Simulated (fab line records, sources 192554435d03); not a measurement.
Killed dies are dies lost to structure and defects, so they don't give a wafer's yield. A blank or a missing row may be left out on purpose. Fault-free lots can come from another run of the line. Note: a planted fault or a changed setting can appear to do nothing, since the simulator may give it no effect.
Chamber matching -- flow n5_finfet -- N5_BEOL_M2_ETCH_77 on rie_diel-05: 4 sister chambers
The step etches underlayer in N2/H2, target depth 6.5 nm, time 5.2 s. 4 wafers are shown with their chamber, then 11 later ones without.

WAFERS WITH THEIR CHAMBER
wafer,chamber,showerhead_plenum_p_Torr (Torr)
L077.2,0,2.37
L083.2,2,2.67
L083.5,1,2.50
L084.2,3,2.62

WAFERS WITHOUT THEIR CHAMBER
wafer,showerhead_plenum_p_Torr (Torr)
L084.4,2.36
L084.5,2.36
L087.3,2.66
L087.4,2.50
L087.5,2.36
L086.2,2.66
L086.4,2.50
L086.5,2.36
L090.1,2.49
L090.4,2.66
L090.6,2.36

WHICH CHAMBER EACH ONE RAN IN
wafer,from the rows above,in truth
L084.4,0,0
L084.5,0,0
L087.3,2,2
L087.4,1,1
L087.5,0,0
L086.2,2,2
L086.4,1,1
L086.5,0,0
L090.1,1,1
L090.4,2,2
L090.6,0,0
11 of 11 placed correctly. Can't be placed from these rows: 0. Number placed wrongly: 0.
How it was worked out, from the rows above alone: a wafer's distance from a chamber is the root of the sum, over the readings, of the square of ((its reading less the chamber's mean) divided by the reading's scatter). If the next closest chamber is less than 2 further off than the closest, the wafer can't be placed; otherwise it belongs to the closest. The mean given for a chamber averages the wafers shown for that chamber. The scatter (one wafer shown for each chamber): square how far every hidden wafer sits from the nearest shown wafer, average those squares and take the square root.
